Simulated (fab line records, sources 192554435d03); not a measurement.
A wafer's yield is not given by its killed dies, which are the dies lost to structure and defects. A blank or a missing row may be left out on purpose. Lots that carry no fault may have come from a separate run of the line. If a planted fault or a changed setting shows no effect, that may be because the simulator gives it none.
Problem report, 8D (eight disciplines) form, completed by code || flow n5Finfet || the parts of the form that need people (team, actions taken, sign-off) are left out

1. THE PROBLEM
trenchDepthNm at N5_BEOL_M4_OCD_MEAS_38 reads a mean of 40.6 nm on 6 wafers of 2 lots; wafers without a fault read 55.9 nm with a standard deviation of 0.71. That is -22 standard deviations from the usual mean.
Seen first at day 11 19:19 on ocd-02, wafer L755.2. Wafers with a number at this step in the record: 12, from 4 lots. Rule for "out", or "out of limits": more than 4 standard deviations from the usual mean. All remaining wafers that have a number are taken as sound.

2. WHAT IT IS, AND WHAT IT ISN'T
{"question": "which readings at this step", "is": "trenchDepthNm", "is not": "-"}
{"question": "which lots", "is": "L755, L757", "is not": "L746, L764"}
{"question": "which wafers of those lots", "is": "all that have a number", "is not": "-"}
{"question": "read on which gauges", "is": "ocd-01, ocd-02", "is not": "-"}
{"question": "when", "is": "from day 11 19:19", "is not": "up to then (3 sound wafers); but 3 sound wafers of L764 came after"}

3. WHAT RULES OUT EACH SUSPECT
Counting: any tool at a process step up to the reading is kept as a suspect provided that every lot that is out went through it and no sound lot did after the first of them.
- ruled out: the gauge at N5_BEOL_M4_OCD_MEAS_38. 2 gauges (ocd-01, ocd-02) read the wafers that are out.
- rieDiel-03 at N5_BEOL_M4_TRENCH_ETCH_37 (etches SiOC in C4F6/O2, target depth 55.555 nm, time 29.2 s): kept. Every lot that is out went through it, starting with L755 (day 11 19:10), and after that it ran no sound lot; the last sound lot it ran before then is L746 (day 10 02:22).
Left after counting: rieDiel-03 at N5_BEOL_M4_TRENCH_ETCH_37.

4. THE CAUSE (what the simulator had put in)
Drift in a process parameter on rieDiel-03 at N5_BEOL_M4_TRENCH_ETCH_37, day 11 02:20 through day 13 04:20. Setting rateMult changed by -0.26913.
Only this tool survived the counting.

5. SEQUENCE OF EFFECTS, ordered by route
One row per reading whose mean, taken over the struck wafers that have a number, lies over 3 standard deviations from the usual. Only readings for which the record gives a usual standard deviation are gone through. hours: the time from each lot's start at the first step in this table that gives one to its start at this step, as a median over the lots. sigmas: the change in usual standard deviations.
{"hours": 0, "step": "N5_BEOL_M4_OCD_MEAS_38", "reading": "trenchDepthNm", "usual": "55.9 nm", "on struck wafers": 40.6, "change": -15.3, "sigmas": -22}
{"hours": 5, "step": "N5_BEOL_M4_THK_MEAS_53", "reading": "M4_THK", "usual": "40.9 nm", "on struck wafers": 25.8, "change": -15.1, "sigmas": -11}
{"hours": 6, "step": "N5_BEOL_M4_RS_MEAS_58", "reading": "M4_RS", "usual": "0.659 ohm/sq", "on struck wafers": 1.209, "change": "+0.550", "sigmas": "+21"}
{"hours": 6, "step": "N5_BEOL_M4_RC_MEAS_101", "reading": "SERP_M4", "usual": "193 ohm/um", "on struck wafers": 357, "change": "+164", "sigmas": "+15"}
{"hours": 6, "step": "N5_BEOL_M4_RC_MEAS_101", "reading": "SERP_M4_max_site", "usual": "205 ohm/um", "on struck wafers": 384, "change": "+179", "sigmas": "+14"}
{"hours": 112, "step": "N5_PASSIVATION_PROBE_49", "reading": "killed_at_M4_up", "usual": 14, "on struck wafers": 53, "change": "+39", "sigmas": "+6.9"}
{"hours": 112, "step": "N5_PASSIVATION_PROBE_49", "reading": "sort_bin_8_speed", "usual": "0.00 %", "on struck wafers": 3.43, "change": "+3.43", "sigmas": "+99 or more"}
Process steps it contains:
- N5_PASSIVATION_PROBE_49

6. WHAT WOULD HAVE CAUGHT IT SOONER
In this record the first reading out of limits at a measuring or inspecting step was taken at day 11 19:19, 17 hours after the fault began at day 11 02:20.
Tool readings at N5_BEOL_M4_TRENCH_ETCH_37 with a usual standard deviation given in the record: none out on any struck wafer, hence no alarm at a limit of 4 standard deviations on them.
Among the 2 lots that are out, L757 began N5_BEOL_M4_TRENCH_ETCH_37 on rieDiel-03 after day 11 19:19. A hold on the tool at that time would have spared it.
